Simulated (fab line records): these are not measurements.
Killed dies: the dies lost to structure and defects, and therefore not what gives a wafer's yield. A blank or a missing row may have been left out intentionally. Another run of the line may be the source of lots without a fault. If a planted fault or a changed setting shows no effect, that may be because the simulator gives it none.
Which tool is to blame? || flow n5Finfet || 17 wafers sampled from 6 lots at 1 step of a route of 1938

## WHAT THE GAUGES READ, wafer by wafer
N5_BEOL_M8_OCD_MEAS_38.
{"lot": "L656", "measured": "day 10 09:57", "on": "ocd-02", "trenchDepthNm (nm)": "92.6 94.8 91.4"}
{"lot": "L661", "measured": "day 11 12:20", "on": "ocd-01", "trenchDepthNm (nm)": "91.1 92.1 91.4"}
{"lot": "L663", "measured": "day 12 02:14", "on": "ocd-01", "trenchDepthNm (nm)": "91.3 95.5 95.4"}
{"lot": "L664", "measured": "day 12 16:37", "on": "ocd-01", "trenchDepthNm (nm)": "94.4 92.6"}
{"lot": "L670", "measured": "day 13 11:31", "on": "ocd-01", "trenchDepthNm (nm)": "94.8 95.7 90.9"}
{"lot": "L671", "measured": "day 14 12:02", "on": "ocd-02", "trenchDepthNm (nm)": "95.3 93.2 94.4"}

## EACH LOT AND THE TOOL THAT RAN IT (in order: tool; ch and the chambers of the sampled wafers; start)
Record: no process step prior to these readings.

## THE ANSWER, worked out from the rows above alone
Rule: the lots themselves supply what counts as usual. The widest of any qualifying gaps counts: lots, ordered by their means at a reading, are off when they make up no more than a third of the lots, leave a main group of 4 or more, and stand apart from it by 3 or more times the standard deviation of that group's means. A main group whose means are all the same, to the digits that the tables above print for the reading, isn't used. A lot without any number at a reading at which 4 lots or more have one is off too. Where the step has rows for the other lots, those lots are counted as sound.
No lot is off on any of the readings shown, so nothing can be concluded from this.

## WHAT WAS PUT IN BY THE SIMULATOR
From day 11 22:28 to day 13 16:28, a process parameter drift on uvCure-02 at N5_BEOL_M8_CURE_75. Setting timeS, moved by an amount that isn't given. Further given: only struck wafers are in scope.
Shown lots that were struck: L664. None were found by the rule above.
